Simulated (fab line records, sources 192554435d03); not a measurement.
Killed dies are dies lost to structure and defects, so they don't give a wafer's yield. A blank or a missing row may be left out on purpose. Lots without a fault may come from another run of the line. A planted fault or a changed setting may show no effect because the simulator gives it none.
Which tool did it? | flow n5_finfet | 12 lots, 36 wafers sampled, at 1 step of a route of 1938

WHAT THE GAUGES READ, wafer by wafer
N5_BEOL_M5_OCD_MEAS_38.
lot  | measured     | on     | trench_depth_nm (nm)
L075 | day 9 15:08  | ocd-02 | 71.4 70.9 70.8
L078 | day 10 13:37 | ocd-02 | 69.9 70.5 70.7
L079 | day 10 14:36 | ocd-02 | 72.8 72.2 73.0
L081 | day 10 23:42 | ocd-02 | 72.5 71.1 70.4
L083 | day 11 16:06 | ocd-01 | 68.9 73.2 73.1
L086 | day 11 22:46 | ocd-02 | 72.7 72.1 71.0
L087 | day 12 15:56 | ocd-02 | 70.1 71.9 72.9
L089 | day 13 00:55 | ocd-01 | 73.0 70.0 72.1
L091 | day 13 19:08 | ocd-01 | 70.7 72.6 71.1
L093 | day 14 04:31 | ocd-01 | 71.4 71.0 72.7
L095 | day 14 11:17 | ocd-02 | 71.1 72.7 71.6
L097 | day 15 11:06 | ocd-01 | 71.9 70.6 70.9

WHICH TOOL RAN EACH LOT (tool, then ch and the chambers of the sampled wafers, then the start)
The record holds no process step before these readings.

THE ANSWER, worked out from the rows above alone
Rule: what is usual is taken from the lots themselves. Put in order of their means at a reading, lots are off if they are a third of the lots or fewer, leave a main group of 4 or more, and stand apart from it by a gap of 3 or more times the standard deviation of the main group's means; of several such gaps the widest counts. A main group whose means are all the same, to the digits that the tables above print for the reading, isn't used. A lot without any number at a reading at which 4 lots or more have one is off too. The other lots that the step has rows for count as sound.
No lot is off at any reading shown: from this, nothing can be told.

WHAT THE SIMULATOR HAD PUT IN
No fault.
